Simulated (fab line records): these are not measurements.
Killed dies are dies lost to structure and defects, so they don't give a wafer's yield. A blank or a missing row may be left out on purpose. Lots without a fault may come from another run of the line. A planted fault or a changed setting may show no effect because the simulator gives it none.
fab line records -- flow nandHarc
record: lots: 6, wafers: 18, lastDay: 24
route steps=1159 shown P_CONTACT@249 P_M0@253
lots that met no fault: taken from a fault-free run of the same line
startH: start of the lot's first displayed wafer, in hours after the record's first day -- waitH: how many hours have passed since the lot's step before this one -- " the same as in the row above -- L1.1+2: a single row standing in for several wafers -- - either no value or no given start -- * or withheld: withheld -- < > ~ a bound
route shown NAME@n: names a module that has steps shown in the file, with the first one's number in the route -- usual: the fault-free wafers' mean and standard deviation -- same: alike in all rows -- chamber/n: place in a boat -- sites: the reading at each site -- _std_site: their standard deviation -- _edge_site: the outer-site mean with the inner-site mean subtracted -- radiusMm: how far each site lies from the wafer's centre -- mask NAME#n: copy n -- behind: tool/chamber where the wafer was last shaped -- hold: reason for holding the lot/hours on hold/outcome of the hold -- device: the n, p or np transistor that did not switch -- end of line: the route-end tests of the same wafers -- for a step that has no rows: nothing shown but its recipe -- killed: dies that structure and defects cost at the first sort, which is not the same as the wafer's yield -- map: dies across one wafer; x = killed, . = not, _ = none there
set.NAME: the setting as run; set.NAME@STEP: as run at that earlier step -- model.NAME: the simulator's own value behind a step, which no gauge read
a table for each step, a row for each wafer; lots at some steps of the route
services: from which hour (startH, from the record's first day; less than 0 if before it) a tool's chamber was out of use, for how many hours, and why
== steps ==
step: NHARC_P_CONTACT_CMP_24
recipe: tOverpolishS: 30, targetThkNm: 200
usual: motorCurrentA: 12.1/1.3, overpolishRunS: 30.000/0.0096, timeToEndpointS: 40.1/2.6
lot.wafer,tool,chamber,startH,waitH,motorCurrentA,overpolishRunS,timeToEndpointS
L164.1,cmp-04,1,130.75,0.6,9.3,29.996,39.0
L164.3,cmp-04,2,130.75,0.6,13.1,30.016,37.6
L164.6,cmp-04,1,130.75,0.6,9.0,29.999,41.6
L169.4,cmp-02,3,158.23,0.3,12.9,30.005,41.2
L169.1,cmp-02,1,158.23,0.3,10.8,30.014,42.8
L169.5,cmp-02,2,158.23,0.3,10.4,29.998,39.6
L171.2,cmp-02,2,173.54,0.6,11.2,29.999,35.3
L171.4,cmp-02,0,173.54,0.6,13.1,30.000,36.9
L171.6,cmp-02,3,173.54,0.6,12.7,30.002,37.4
L174.3,cmp-03,1,190.79,0.4,11.9,29.984,37.3
L174.1,cmp-03,3,190.79,0.4,11.6,29.985,34.2
L174.5,cmp-03,2,190.79,0.4,11.6,30.014,34.8
L182.2,cmp-04,3,237.05,0.6,11.7,29.991,41.9
L182.4,cmp-04,0,237.05,0.6,14.8,29.991,42.0
L182.3,cmp-04,1,237.05,0.6,10.1,30.007,40.9
L183.2,cmp-03,1,239.69,0.5,11.6,30.007,39.0
L183.3,cmp-03,2,239.69,0.5,11.4,30.001,38.3
L183.6,cmp-03,3,239.69,0.5,11.4,30.021,39.9
step: NHARC_P_CONTACT_SRD_26
step: NHARC_P_CONTACT_INSPECT_27
usual: rawDefectCount: 296/110
lot.wafer,tool,chamber,startH,waitH,rawDefectCount
L164.1,defectInspect-01,-,131.13,0.1,198
L164.3,defectInspect-01,-,131.13,0.1,152
L164.6,defectInspect-01,-,131.13,0.1,116
L169.1,defectInspect-02,-,158.60,0.1,312
L169.4,defectInspect-02,-,158.60,0.1,321
L169.5,defectInspect-02,-,158.60,0.1,272
L171.2,defectInspect-01,-,173.94,0.1,235
L171.4,defectInspect-01,-,173.94,0.1,346
L171.6,defectInspect-01,-,173.94,0.1,168
L174.1,defectInspect-02,-,191.19,0.1,152
L174.3,defectInspect-02,-,191.19,0.1,293
L174.5,defectInspect-02,-,191.19,0.1,237
L182.2,defectInspect-02,-,237.45,0.1,236
L182.3,defectInspect-02,-,237.45,0.1,246
L182.4,defectInspect-02,-,237.45,0.1,225
L183.2,defectInspect-02,-,240.04,0.1,368
L183.3,defectInspect-02,-,240.04,0.1,262
L183.6,defectInspect-02,-,240.04,0.1,289
step: NHARC_P_M0_DEP_00
recipe: targetThkA: 1500, targetThkNm: 150, tempC: withheld, pressureTorr: 5, flowSccm: 200, rfW: 600, material: SiOC
step: NHARC_P_M0_DEHYDRATE_01
recipe: tempC: 150, timeS: 120
step: NHARC_P_M0_HMDS_02
recipe: timeS: 30
step: NHARC_P_M0_COAT_33
recipe: tempC: 200, timeS: 65
step: NHARC_P_M0_COAT_03
recipe: spinRpm: 1500, resistThkNm: 90
step: NHARC_P_M0_SOFTBAKE_04
recipe: tempC: 105, timeS: 55
step: NHARC_P_M0_EBR_05
step: NHARC_P_M0_EXPOSE_06
recipe: na: 1.35, targetCdNm: 90, doseMj: 81.28, maskId: P_M0
step: NHARC_P_M0_PEB_07
recipe: pebTempC: 100, pebTimeS: 65
usual: heaterPowerTotalW: 156.6/0.42, plateTempC: 100.01/0.12
same: pebTimeS: 65
lot.wafer,tool,chamber,startH,waitH,heaterPowerTotalW,plateTempC
L164.1,lithoTrack-06,0,131.95,0.1,156.2,100.22
L164.3,lithoTrack-06,0,131.95,0.1,156.7,100.15
L164.6,lithoTrack-06,0,131.95,0.1,156.9,100.13
L169.1,lithoTrack-01,0,159.48,0.1,156.3,99.93
L169.4,lithoTrack-01,0,159.48,0.1,156.3,100.04
L169.5,lithoTrack-01,0,159.48,0.1,157.1,99.93
L171.2,lithoTrack-01,0,174.76,0.1,166.8,105.13
L171.4,lithoTrack-01,0,174.76,0.1,167.9,104.96
L171.6,lithoTrack-01,0,174.76,0.1,166.6,104.85
L174.1,lithoTrack-01,0,192.15,0.1,167.9,104.98
L174.3,lithoTrack-01,0,192.15,0.1,167.9,104.99
L174.5,lithoTrack-01,0,192.15,0.1,167.9,105.12
L182.2,lithoTrack-04,0,238.37,0.1,157.2,99.85
L182.3,lithoTrack-04,0,238.37,0.1,156.5,99.89
L182.4,lithoTrack-04,0,238.37,0.1,157.2,99.92
L183.2,lithoTrack-04,0,240.86,0.1,156.2,99.90
L183.3,lithoTrack-04,0,240.86,0.1,157.1,99.91
L183.6,lithoTrack-04,0,240.86,0.1,156.0,100.06
step: NHARC_P_M0_DEVELOP_08
recipe: developTimeS: 35, devTempC: 23
step: NHARC_P_M0_CD_MEAS_09
recipe: targetCdNm: 90, landingEnergyEv: 500
usual: cdNm: 90.0/0.57
same: landingEnergyEv: 500
lot.wafer,tool,chamber,startH,waitH,hold,cdNm
L164.1,cdSem-03,0,132.03,-,-,90.4
L164.3,cdSem-03,0,132.03,-,-,90.4
L164.6,cdSem-03,0,132.03,-,-,90.3
L169.1,cdSem-03,0,159.56,-,-,89.5
L169.4,cdSem-03,0,159.56,-,-,89.4
L169.5,cdSem-03,0,159.56,-,-,89.9
L171.2,cdSem-03,0,174.85,-,awaitDispo/0.2h/release,107.5
L171.4,cdSem-03,0,174.85,-,awaitDispo/0.2h/release,107.0
L171.6,cdSem-03,0,174.85,-,awaitDispo/0.2h/release,106.4
L171.2,cdSem-03,0,-,-,-,107.4
L171.4,cdSem-03,0,-,-,-,106.5
L171.6,cdSem-03,0,-,-,-,106.7
L174.1,cdSem-03,0,192.23,-,awaitDispo/0.2h/release,103.4
L174.3,cdSem-03,0,192.23,-,awaitDispo/0.2h/release,103.1
L174.5,cdSem-03,0,192.23,-,awaitDispo/0.2h/release,102.5
L174.1,cdSem-03,0,-,-,-,103.0
L174.3,cdSem-03,0,-,-,-,103.1
L174.5,cdSem-03,0,-,-,-,102.7
L182.2,cdSem-01,0,238.45,-,-,88.9
L182.3,cdSem-01,0,238.45,-,-,89.3
L182.4,cdSem-01,0,238.45,-,-,89.0
L183.2,cdSem-01,0,240.94,-,-,90.5
L183.3,cdSem-01,0,240.94,-,-,90.5
L183.6,cdSem-01,0,240.94,-,-,90.0
step: NHARC_P_M0_OVL_MEAS_10
recipe: pitchNm: 180
usual: overlayXNm: 0.0/0.69, overlayYNm: 0.2/0.77
lot.wafer,tool,chamber,startH,waitH,hold,overlayXNm,overlayYNm
L164.1,overlay-02,-,132.12,-,-,0.8,0.4
L164.3,overlay-02,-,132.12,-,-,0.8,-0.3
L164.6,overlay-02,-,132.12,-,-,0.7,-0.2
L169.1,overlay-02,-,159.65,-,-,0.6,0.8
L169.4,overlay-02,-,159.65,-,-,0.8,1.0
L169.5,overlay-02,-,159.65,-,-,0.8,0.7
L171.2,overlay-02,-,177.10,-,awaitDispo/2.0h/release,-0.1,0.6
L171.4,overlay-02,-,177.10,-,awaitDispo/2.0h/release,-0.2,0.8
L171.6,overlay-02,-,177.10,-,awaitDispo/2.0h/release,-0.1,0.3
L174.1,overlay-02,-,205.29,-,awaitDispo/12.8h/release,-0.9,1.7
L174.3,overlay-02,-,205.29,-,awaitDispo/12.8h/release,-0.8,1.4
L174.5,overlay-02,-,205.29,-,awaitDispo/12.8h/release,-1.6,1.3
L182.2,overlay-02,-,238.53,-,-,0.5,-0.6
L182.3,overlay-02,-,238.53,-,-,1.1,-1.2
L182.4,overlay-02,-,238.53,-,-,0.7,-1.9
L183.2,overlay-01,-,241.03,-,-,-0.1,1.9
L183.3,overlay-01,-,241.03,-,-,-0.9,1.5
L183.6,overlay-01,-,241.03,-,-,0.0,1.5
step: NHARC_P_M0_INSPECT_11
usual: rawDefectCount: 3.9/2.3
lot.wafer,tool,chamber,startH,waitH,rawDefectCount
L164.1,defectInspect-02,-,132.15,0.0,5
L164.3,defectInspect-02,-,132.15,0.0,4
L164.6,defectInspect-02,-,132.15,0.0,3
L169.1,defectInspect-02,-,159.68,0.0,4
L169.4,defectInspect-02,-,159.68,0.0,1
L169.5,defectInspect-02,-,159.68,0.0,2
L171.2,defectInspect-02,-,177.14,0.0,4
L171.4,defectInspect-02,-,177.14,0.0,1
L171.6,defectInspect-02,-,177.14,0.0,2
L174.1,defectInspect-02,-,205.32,0.0,3
L174.3,defectInspect-02,-,205.32,0.0,5
L174.5,defectInspect-02,-,205.32,0.0,4
L182.2,defectInspect-02,-,238.57,0.0,7
L182.3,defectInspect-02,-,238.57,0.0,2
L182.4,defectInspect-02,-,238.57,0.0,5
L183.2,defectInspect-02,-,241.07,0.0,1
L183.3,defectInspect-02,-,241.07,0.0,3
L183.6,defectInspect-02,-,241.07,0.0,2
step: NHARC_P_M0_DESCUM_14
recipe: timeS: 3, o2FlowSccm: 200, arFlowSccm: 0, biasPowerW: 0, chemistry: O2
usual: drypumpMotorCurrentA: 6.0/0.49, oesProductAu: 1.002/0.0071, rfVppV: 57.8/0.84, showerheadPlenumPTorr: 1.92/0.062, throttleValvePct: 11.312/0.0085
same: biasPowerW: 0
lot.wafer,tool,chamber,startH,waitH,drypumpMotorCurrentA,oesProductAu,rfHoursCounterH,rfVppV,showerheadPlenumPTorr,throttleValvePct,model.P_M0.cdNm
L164.3,rieDiel-09,3,132.21,0.1,5.8,1.002,2.2,56.9,1.86,11.323,90.83
L164.1,rieDiel-09,0,132.21,0.1,6.0,1.006,2.8,58.7,1.96,11.308,90.16
L164.6,rieDiel-09,3,132.21,0.1,5.8,1.003,-,57.9,1.86,11.319,90.36
L169.4,rieDiel-09,2,159.76,0.1,6.0,1.010,4.6,59.4,1.87,11.327,89.79
L169.1,rieDiel-09,3,159.76,0.1,5.8,1.006,4.1,56.3,1.86,11.316,89.15
L169.5,rieDiel-09,0,159.76,0.1,5.9,1.014,-,57.1,1.96,11.304,89.59
L171.2,rieDiel-09,0,177.22,0.1,6.0,1.002,6.2,58.1,1.96,11.329,107.1
L171.4,rieDiel-09,1,177.22,0.1,5.3,1.002,6.6,56.9,1.96,11.309,106.6
L171.6,rieDiel-09,3,177.22,0.1,5.8,0.994,-,58.0,1.86,11.308,106.4
L174.3,rieDiel-13,2,205.40,0.1,5.8,1.011,4.8,59.0,2.02,11.310,102.6
L174.1,rieDiel-13,3,205.40,0.1,5.6,0.994,4.9,57.6,1.88,11.306,102.9
L174.5,rieDiel-13,1,205.40,0.1,6.3,1.008,-,57.5,1.87,11.303,102.2
L182.3,rieDiel-01,1,238.63,0.1,6.0,1.006,5.2,57.6,1.87,11.309,89.16
L182.2,rieDiel-01,3,238.63,0.1,5.2,0.997,5.4,59.8,1.93,11.336,88.76
L182.4,rieDiel-01,0,238.63,0.1,6.7,0.999,5.7,57.0,2.04,11.304,89.26
L183.3,rieDiel-13,2,241.14,0.1,5.8,1.002,8.2,57.6,2.01,11.298,89.92
L183.2,rieDiel-13,3,241.14,0.1,5.6,0.996,7.5,57.2,1.87,11.315,90.48
L183.6,rieDiel-13,3,241.14,0.1,5.6,1.005,-,58.8,1.87,11.299,90.1
step: NHARC_P_M0_ETCH_34
recipe: targetDepthA: 400, overetchA: 120, timeS: 43.94, ionEnergyEv: 200, n2FlowSccm: 150, h2FlowSccm: 150, arFlowSccm: 0, rfW: 400, biasW: 150, chemistry: N2/H2
usual: drypumpMotorCurrentA: 6.0/0.48, h2FlowSccm: 150.0/0.48, oesProductAu: 1.003/0.008, rfVppV: 430.7/2.1, showerheadPlenumPTorr: 2.05/0.071, throttleValvePct: 14.171/0.0095
lot.wafer,tool,chamber,startH,waitH,drypumpMotorCurrentA,h2FlowSccm,oesProductAu,rfHoursCounterH,rfVppV,showerheadPlenumPTorr,throttleValvePct
L164.3,rieDiel-09,0,132.31,0.1,6.0,150.5,1.003,2.8,430.4,2.09,14.163
L164.1,rieDiel-09,1,132.31,0.1,5.3,150.5,1.001,3.3,431.4,2.09,14.183
L164.6,rieDiel-09,2,132.31,0.1,6.0,149.9,1.009,-,429.8,1.99,14.156
L169.4,rieDiel-09,0,159.84,0.1,6.0,150.5,0.991,4.3,432.8,2.09,14.183
L169.1,rieDiel-09,1,159.84,0.1,5.3,149.2,0.988,4.8,432.4,2.09,14.182
L169.5,rieDiel-09,2,159.84,0.1,5.9,150.2,0.991,-,430.0,1.99,14.165
L171.2,rieDiel-09,3,177.28,0.1,5.8,150.5,0.996,5.8,427.8,1.98,14.155
L171.4,rieDiel-09,1,177.28,0.1,5.3,150.0,1.004,6.6,433.2,2.09,14.158
L171.6,rieDiel-09,0,177.28,0.1,5.9,149.7,1.003,-,431.9,2.09,14.144
L174.1,rieDiel-13,3,205.53,0.1,5.6,149.9,1.007,4.9,429.6,2.00,14.169
L174.3,rieDiel-13,0,205.53,0.1,6.3,150.6,1.004,4.7,427.9,1.93,14.174
L174.5,rieDiel-13,2,205.53,0.1,5.8,150.5,1.018,-,432.3,2.15,14.169
L182.3,rieDiel-01,0,238.72,0.1,6.7,150.0,1.005,5.7,433.0,2.17,14.186
L182.2,rieDiel-01,1,238.72,0.1,6.0,150.0,1.003,5.3,428.4,2.00,14.158
L182.4,rieDiel-01,2,238.72,0.1,6.7,149.5,1.000,5.0,430.8,2.03,14.155
L183.3,rieDiel-13,1,241.24,0.1,6.3,149.6,1.005,8.0,429.6,1.99,14.176
L183.2,rieDiel-13,2,241.24,0.1,5.7,149.3,1.018,8.2,434.1,2.15,14.177
L183.6,rieDiel-13,1,241.24,0.1,6.3,149.5,1.011,-,428.8,1.99,14.156
step: NHARC_P_M0_ETCH_15
recipe: targetDepthA: 1500, overetchA: 150, timeS: 82.5, c4f8FlowSccm: withheld, arFlowSccm: 400, rfW: 600, biasW: 300, chemistry: C4F8/Ar
usual: oesProductAu: 0.953/0.022, rfVppV: 441.1/2.2
lot.wafer,tool,chamber,startH,waitH,oesProductAu,rfHoursCounterH,rfVppV,model.P_M0.cdNm
L164.1,rieDiel-09,0,-,-,0.969,2.9,440.6,89.79
L164.3,rieDiel-09,1,-,-,0.982,3.3,442.4,90.59
L164.6,rieDiel-09,3,-,-,0.962,-,438.8,90.14
L169.4,rieDiel-09,2,-,-,0.925,4.7,439.8,89.56
L169.1,rieDiel-09,3,-,-,0.919,4.2,439.4,89.01
L169.5,rieDiel-09,3,-,-,0.923,-,439.3,89.45
L171.4,rieDiel-09,3,-,-,0.957,5.8,438.9,106.3
L171.2,rieDiel-09,1,-,-,0.976,6.6,442.4,106.9
L171.6,rieDiel-09,0,-,-,0.970,-,442.5,106.4
L174.3,rieDiel-13,3,-,-,0.990,4.9,439.2,102.6
L174.1,rieDiel-13,1,-,-,0.972,4.5,439.6,103.4
L174.5,rieDiel-13,0,-,-,0.958,-,438.3,102.3
L182.2,rieDiel-01,3,-,-,0.974,5.4,441.0,89.31
L182.3,rieDiel-01,0,-,-,0.979,5.7,444.8,89.38
L182.4,rieDiel-01,2,-,-,0.955,5.0,441.3,89.45
L183.3,rieDiel-13,3,-,-,0.935,7.5,439.4,89.86
L183.2,rieDiel-13,1,-,-,0.942,8.0,438.9,90.54
L183.6,rieDiel-13,1,-,-,0.942,-,439.4,89.97
step: NHARC_P_M0_CD_MEAS_16
usual: cdNm: 89.9/0.65
lot.wafer,tool,chamber,startH,waitH,hold,cdNm
L164.1,cdSem-02,-,132.51,-,-,89.8
L164.3,cdSem-02,-,132.51,-,-,90.5
L164.6,cdSem-02,-,132.51,-,-,89.8
L169.1,cdSem-01,-,160.04,-,-,88.9
L169.4,cdSem-01,-,160.04,-,-,89.5
L169.5,cdSem-01,-,160.04,-,-,89.2
L171.2,cdSem-03,-,177.50,-,awaitDispo/0.2h/release,106.9
L171.4,cdSem-03,-,177.50,-,awaitDispo/0.2h/release,106.2
L171.6,cdSem-03,-,177.50,-,awaitDispo/0.2h/release,106.6
L171.2,cdSem-03,-,177.68,0.2,-,107.2
L171.4,cdSem-03,-,177.68,0.2,-,106.5
L171.6,cdSem-03,-,177.68,0.2,-,106.3
L174.1,cdSem-02,-,206.21,-,awaitDispo/0.2h/release,103.5
L174.3,cdSem-02,-,206.21,-,awaitDispo/0.2h/release,102.7
L174.5,cdSem-02,-,206.21,-,awaitDispo/0.2h/release,102.2
L174.1,cdSem-02,-,206.40,0.2,-,103.7
L174.3,cdSem-02,-,206.40,0.2,-,102.7
L174.5,cdSem-02,-,206.40,0.2,-,102.1
L182.2,cdSem-01,-,238.93,-,-,89.4
L182.3,cdSem-01,-,238.93,-,-,89.3
L182.4,cdSem-01,-,238.93,-,-,89.5
L183.2,cdSem-02,-,241.47,-,-,90.7
L183.3,cdSem-02,-,241.47,-,-,89.8
L183.6,cdSem-02,-,241.47,-,-,89.8
== services ==
tool,chamber,startH,hours,kind
cmp-04,-,106.98,4.0,pm
rieDiel-09,0,110.60,-,clean
rieDiel-09,1,110.60,-,clean
rieDiel-09,2,110.60,-,clean
rieDiel-09,3,110.60,-,clean
lithoTrack-06,-,117.00,7.0,pm
rieDiel-13,1,117.18,2.7,repair
cmp-02,-,128.50,4.0,pm
rieDiel-09,0,135.10,-,clean
rieDiel-09,1,135.10,-,clean
rieDiel-09,2,135.10,-,clean
rieDiel-09,3,135.10,-,clean
rieDiel-01,-,137.80,9.0,pm
lithoTrack-04,-,141.00,7.0,pm
cmp-02,-,153.24,1.5,repair
cmp-03,-,157.17,4.0,pm
cmp-04,-,197.43,1.3,repair
cmp-04,-,204.98,4.0,pm
cmp-02,-,206.34,1.3,repair
cmp-03,-,218.23,0.4,repair
cmp-02,-,226.59,4.0,pm
cmp-04,-,227.00,1.6,repair
cmp-04,-,235.24,0.9,repair
rieDiel-13,0,239.72,8.6,repair
== key ==
firstSign: step: NHARC_P_M0_PEB_07, reading: plateTempC, direction: up, sigmas: 41, usual: *, struck: *
effect: step: NHARC_P_M0_PEB_07, reading: heaterPowerTotalW, direction: up, sigmas: 26, usual: *, struck: *
effect: step: NHARC_P_M0_CD_MEAS_09, reading: visit, direction: added, through: controlLoop
effect: step: NHARC_P_M0_CD_MEAS_09, reading: cdNm, direction: up, sigmas: 26, usual: 90.0, struck: 105.0, through: controlLoop
effect: step: NHARC_P_M0_CD_MEAS_16, reading: visit, direction: added, through: controlLoop
effect: step: NHARC_P_M0_CD_MEAS_16, reading: cdNm, direction: up, sigmas: 23, usual: 89.9, struck: 104.7, through: controlLoop
modelEffect: step: NHARC_P_M0_DESCUM_14, value: P_M0.cdNm, without: 89.98, struck: 104.6
modelEffect: step: NHARC_P_M0_ETCH_15, value: P_M0.cdNm, without: 89.97, struck: 104.6
metAt NHARC_P_M0_PEB_07
struckWafers L171.2,L171.4,L171.6,L174.1,L174.3,L174.5
laterRowsLeftOut L171.2,L171.4,L171.6
sortLeftOut L171.2,L171.4,L171.6,L174.1,L174.3,L174.5
loopTrim: step: NHARC_P_M0_EXPOSE_06, setting: dose, lots: L174
onsetBetween 159.48 174.76
fault: kind: processParameterDrift, tool: lithoTrack-01, chamber: -, onsetH: 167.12, steps: NHARC_P_M0_PEB_07, channel: pebTempC, offset: *, shape: step, endH: 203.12, actsIn: *, stated: *
sortLeftOut: the simulated sort isn't trusted on such a fault, so these wafers' sort isn't shown, and their yield isn't known
laterRowsLeftOut: the simulator's readings of these wafers behind a module that went badly wrong aren't trusted and aren't shown, but for the sort
loopTrim: a control loop set the setting to another value than it would have without faults
